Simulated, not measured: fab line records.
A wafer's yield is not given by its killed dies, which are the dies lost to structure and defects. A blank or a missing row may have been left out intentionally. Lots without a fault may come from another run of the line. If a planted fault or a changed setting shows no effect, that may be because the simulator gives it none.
Split-lot experiment | flow n5Finfet | on a route of 1938 steps: 7 lots, 39 wafers read

== ABOUT THE SPLIT ==
At N5_BEOL_M7_DEP_56 (deposits SiCN from 3MS/NH3, target thk 10 nm, time 17.5 s), the setting targetThkA was moved away from the recipe's 100 angstrom on 9 of the 39 wafers read, by -41.3% to +15.6%. For the rest of the wafers, this setting stayed at what the recipe calls for.

The split's own step is where the reading is taken.

== THE READING ==
SiCN_of_BEOL_M7_DEP_56.thkNm (the simulator's own value, which no gauge read), in nm, at N5_BEOL_M7_DEP_56 (deposits SiCN from 3MS/NH3, target thk 10 nm, time 17.5 s). No usual value for it is given in the file. Average 10.0 nm, standard deviation 0.2 nm, over the 30 wafers here run with the recipe.

wafer  | tool, chamber at the split | targetThkA as run, angstrom | against the recipe | SiCN_of_BEOL_M7_DEP_56.thkNm, nm | against lot-mates on the recipe
L079.1 | pecvd-02, 1,2              | 100                         | recipe             | 9.8                              | -
L079.3 | pecvd-02, 1,2              | 100                         | recipe             | 9.8                              | -
L079.2 | pecvd-02, 0,0,1,2          | 100                         | recipe             | 10                               | -
L079.4 | pecvd-02, 0,0,1,2          | 100                         | recipe             | 10                               | -
L079.5 | pecvd-02, 0,0,1,2          | 100                         | recipe             | 10                               | -
L079.6 | pecvd-02, 0,0,1,2          | 100                         | recipe             | 10                               | -
L081.1 | pecvd-03, 0,2              | 100                         | recipe             | 10                               | -
L081.3 | pecvd-03, 0,2              | 100                         | recipe             | 10                               | -
L081.6 | pecvd-03, 2                | 100                         | recipe             | 10.4                             | -
L080.1 | pecvd-01, 0,2,1,1,2        | 100                         | recipe             | 9.8                              | -
L080.2 | pecvd-01, 0,2,1,1,2        | 100                         | recipe             | 9.8                              | -
L080.3 | pecvd-01, 0,2,1,1,2        | 100                         | recipe             | 9.8                              | -
L080.4 | pecvd-01, 0,2,1,1,2        | 100                         | recipe             | 9.8                              | -
L080.6 | pecvd-01, 0,2,1,1,2        | 100                         | recipe             | 9.8                              | -
L080.5 | pecvd-01, 0                | 100                         | recipe             | 10                               | -
L085.1 | pecvd-02, 0,2              | 100                         | recipe             | 9.8                              | -
L085.6 | pecvd-02, 0,2              | 100                         | recipe             | 9.8                              | -
L085.2 | pecvd-02, 2                | 100                         | recipe             | 9.6                              | -
L085.3 | pecvd-02, 1                | 75.58                       | -24.4%             | 7.2                              | -2.5
L085.4 | pecvd-02, 1,0              | 75.58                       | -24.4%             | 7.4                              | -2.3
L085.5 | pecvd-02, 1,0              | 75.58                       | -24.4%             | 7.4                              | -2.3
L092.1 | pecvd-03, 2                | 100                         | recipe             | 10.2                             | -
L092.3 | pecvd-03, 2                | 100                         | recipe             | 10.2                             | -
L092.4 | pecvd-03, 2                | 100                         | recipe             | 10.2                             | -
L092.5 | pecvd-03, 2                | 100                         | recipe             | 10.2                             | -
L092.6 | pecvd-03, 2                | 100                         | recipe             | 10.2                             | -
L092.2 | pecvd-03, 2                | 100                         | recipe             | 10.4                             | -
L093.1 | pecvd-03, 0,1              | 115.6                       | +15.6%             | 11.6                             | +1.5
L093.2 | pecvd-03, 0,1              | 115.6                       | +15.6%             | 11.6                             | +1.5
L093.3 | pecvd-03, 2                | 115.6                       | +15.6%             | 11.4                             | +1.3
L093.4 | pecvd-03, 2,0              | 100                         | recipe             | 10.2                             | -
L093.5 | pecvd-03, 2,0              | 100                         | recipe             | 10.2                             | -
L093.6 | pecvd-03, 1                | 100                         | recipe             | 10                               | -
L095.1 | pecvd-01, 1                | 58.69                       | -41.3%             | 5.8                              | -4.3
L095.6 | pecvd-01, 1                | 58.69                       | -41.3%             | 5.8                              | -4.3
L095.2 | pecvd-01, 2                | 100                         | recipe             | 10.2                             | -
L095.3 | pecvd-01, 0,2              | 100                         | recipe             | 10                               | -
L095.4 | pecvd-01, 0,2              | 100                         | recipe             | 10                               | -
L095.5 | pecvd-01, 0                | 58.69                       | -41.3%             | 6                                | -4.1
Rows listing several chambers each stand for several wafers; the file does not say which wafer went through which chamber.

FIT RESULTS
A straight line over all 39 wafers: SiCN_of_BEOL_M7_DEP_56.thkNm changes by +0.102 nm for each +1% of targetThkA; r = +0.99; the points scatter about the line by 0.19 nm.
The same after taking each lot's own level away (the mean of its wafers on the recipe; 39 wafers): +0.0994 nm for each +1%; r = +1.00; scatter 0.11 nm.
According to that fit, moving targetThkA by its largest amount changes the reading by 4.1 nm.
From 9.73 to 10.23 nm: that is the span of the lots' own levels, equal to 2.5 times the standard deviation above.
So the lot-to-lot level changes the slope little: the two slopes agree.
Check: -4.08 nm against its lot-mates is what the line predicts for one of the wafers moved furthest among these (-41.3%) when that wafer is left out of the fit. Against them it came out at -4.27 nm.

== ADDITIONAL SPLITS CARRIED BY THESE WAFERS ==
These wafers also went through other splits before the reading. Each is held against what the fit with the lots' levels taken away leaves over:
other split on the same wafers                | wafers away from the commonest value | r with SiCN_of_BEOL_M7_DEP_56.thkNm (lot level and that fit taken away)
N5_FIN_SAQP_ALD_61 aldCycles                  | 15                                   | +0.10
N5_MOL_CONTACT_COAG_DESCUM_45 timeS           | 15                                   | +0.14
N5_MOL_CONTACT_COAG_VIA_ETCH_117 targetDepthA | 9                                    | -0.17
N5_BEOL_M2_DESCUM_16 timeS                    | 18                                   | -0.01
N5_BEOL_M3_DESCUM_33 timeS                    | 18                                   | -0.25

== FILE'S OWN FIT ==
SiCN_of_BEOL_M7_DEP_56.thkNm changes by +0.0997 nm for each +1% of targetThkA, r = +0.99.
